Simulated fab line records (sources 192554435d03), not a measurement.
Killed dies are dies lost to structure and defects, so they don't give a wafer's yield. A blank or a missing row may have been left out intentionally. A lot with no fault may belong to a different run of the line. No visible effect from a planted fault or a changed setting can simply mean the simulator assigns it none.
Matching of chambers + flow n5Finfet + rieDiel-01 running N5_GATE_CUT_STRIP_42: 4 sister chambers
The step strips in O2. 22 wafers are shown with their chamber, then 11 later ones without.

## EACH WAFER AND ITS CHAMBER
| wafer  | chamber | drypumpMotorCurrentA (A) | showerheadPlenumPTorr (Torr) | throttleValvePct (%) |
|--------|---------|--------------------------|------------------------------|----------------------|
| L074.1 | 2       | 5.3                      | 2.06                         | 16.94                |
| L074.2 | 3       | 5.2                      | 2.14                         | 16.79                |
| L074.6 | 1       | 5.5                      | 2.15                         | 16.19                |
| L076.1 | 0       | 6.7                      | 2.23                         | 16.54                |
| L076.3 | 2       | 5.3                      | 2.06                         | 16.95                |
| L076.4 | 1       | 5.5                      | 2.14                         | 16.22                |
| L078.1 | 0       | 6.7                      | 2.23                         | 16.56                |
| L078.2 | 1       | 5.5                      | 2.14                         | 16.25                |
| L078.5 | 1       | 5.5                      | 2.14                         | 16.23                |
| L079.1 | 1       | 5.5                      | 2.14                         | 16.23                |
| L079.5 | 1       | 5.5                      | 2.14                         | 16.24                |
| L079.6 | 0       | 6.7                      | 2.23                         | 16.55                |
| L080.1 | 0       | 6.7                      | 2.23                         | 16.55                |
| L080.2 | 1       | 5.5                      | 2.14                         | 16.24                |
| L080.6 | 1       | 5.5                      | 2.14                         | 16.24                |
| L083.4 | 2       | 5.3                      | 2.06                         | 16.53                |
| L083.5 | 1       | 5.5                      | 2.14                         | 16.25                |
| L083.6 | 0       | 6.7                      | 2.23                         | 16.58                |
| L084.2 | 0       | 6.7                      | 2.22                         | 16.58                |
| L084.4 | 2       | 5.4                      | 2.06                         | 16.52                |
| L084.5 | 0       | 6.7                      | 2.22                         | 16.57                |
| L087.1 | 2       | 5.4                      | 2.05                         | 16.54                |

SIGNATURES, as means of the wafers listed above
| reading               | chamber 0 | chamber 1 | chamber 2 | chamber 3 | scatter within a chamber |
|-----------------------|-----------|-----------|-----------|-----------|--------------------------|
| drypumpMotorCurrentA  | 6.700     | 5.500     | 5.340     | 5.200     | 0.0258                   |
| showerheadPlenumPTorr | 2.2271    | 2.1411    | 2.0580    | 2.1400    | 0.00416                  |
| throttleValvePct      | 16.5614   | 16.2322   | 16.6960   | 16.7900   | 0.108                    |
Rule: for each reading, subtract the chamber's mean from the wafer's reading, divide by that reading's scatter and square the result; add these up over the readings and take the root, which gives the wafer's distance from the chamber. If the next closest chamber is less than 2 further off than the closest, the wafer can't be placed; otherwise it belongs to the closest. The scatter: the root of (the sum of the squares of (reading less its chamber's mean) over the shown wafers, divided by (wafers less chambers)).

## WAFERS WITHOUT THEIR CHAMBER
| wafer  | drypumpMotorCurrentA (A) | showerheadPlenumPTorr (Torr) | throttleValvePct (%) |
|--------|--------------------------|------------------------------|----------------------|
| L087.3 | 5.2                      | 2.14                         | 16.81                |
| L087.6 | 5.2                      | 2.14                         | 16.82                |
| L090.2 | 5.5                      | 2.13                         | 16.27                |
| L090.5 | 5.2                      | 2.14                         | 16.81                |
| L090.6 | 5.3                      | 2.05                         | 16.55                |
| L094.2 | 6.7                      | 2.22                         | 16.62                |
| L094.3 | 5.2                      | 2.14                         | 16.83                |
| L094.5 | 5.2                      | 2.14                         | 16.84                |
| L097.1 | 5.5                      | 2.13                         | 16.29                |
| L097.3 | 5.3                      | 2.05                         | 16.59                |
| L097.4 | 6.7                      | 2.22                         | 16.60                |

## THE CHAMBER EACH PASSED THROUGH
| wafer  | from the rows above | in truth |
|--------|---------------------|----------|
| L087.3 | 3                   | 3        |
| L087.6 | 3                   | 3        |
| L090.2 | 1                   | 1        |
| L090.5 | 3                   | 3        |
| L090.6 | 2                   | 2        |
| L094.2 | 0                   | 0        |
| L094.3 | 3                   | 3        |
| L094.5 | 3                   | 3        |
| L097.1 | 1                   | 1        |
| L097.3 | 2                   | 2        |
| L097.4 | 0                   | 0        |
11 of 11 placed correctly. Can't be placed from these rows: 0. Wrongly placed: 0.
